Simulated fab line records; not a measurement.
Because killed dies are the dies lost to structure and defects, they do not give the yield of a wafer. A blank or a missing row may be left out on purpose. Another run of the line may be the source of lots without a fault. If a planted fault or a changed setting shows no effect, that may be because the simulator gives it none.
What tool caused it? | flow n5Finfet | 12 lots (36 wafers sampled), 1 step of a 1938-step route

WHAT THE GAUGES READ, wafer by wafer
N5_BEOL_M6_RS_MEAS_57: uses a four-point probe to measure.
lot  | measured     | on           | M6_RS (ohm/sq)
L075 | day 8 22:39  | filmMetro-02 | 0.294 0.279 0.283
L077 | day 9 11:38  | filmMetro-01 | 0.292 0.283 0.287
L079 | day 9 14:06  | filmMetro-02 | 0.286 0.300 0.289
L081 | day 10 12:20 | filmMetro-01 | 0.294 0.285 0.296
L082 | day 10 18:39 | filmMetro-01 | 0.268 0.282 0.275
L085 | day 11 17:22 | filmMetro-01 | 0.293 0.289 0.284
L087 | day 12 00:05 | filmMetro-02 | 0.279 0.283 0.283
L089 | day 12 02:52 | filmMetro-02 | 0.279 0.280 0.285
L092 | day 13 03:08 | filmMetro-01 | 0.285 0.286 0.289
L093 | day 13 10:15 | filmMetro-01 | 0.272 0.281 0.279
L094 | day 14 04:59 | filmMetro-02 | 0.294 0.284 0.294
L097 | day 14 22:36 | filmMetro-02 | 0.288 0.295 0.290

WHAT TOOL EACH LOT RAN ON (gives the tool, then ch and the chambers of the sampled wafers, and finally the start)
The record holds no process step before these readings.

THE ANSWER, worked out from the rows above alone
Rule: the lots themselves supply what counts as usual. Put in order of their means at a reading, lots are off if they are a third of the lots or fewer, leave a main group of 4 or more, and stand apart from it by a gap of 3 or more times the standard deviation of the main group's means; of several such gaps the widest counts. If all means in a main group match to the digits the tables above print for the reading, that group is not used. A lot without any number at a reading at which 4 lots or more have one is off too. Any other lot the step has rows for is counted as sound.
No lot is off on any of the readings shown, so nothing can be concluded from this.

WHAT HAD BEEN PUT IN BY THE SIMULATOR
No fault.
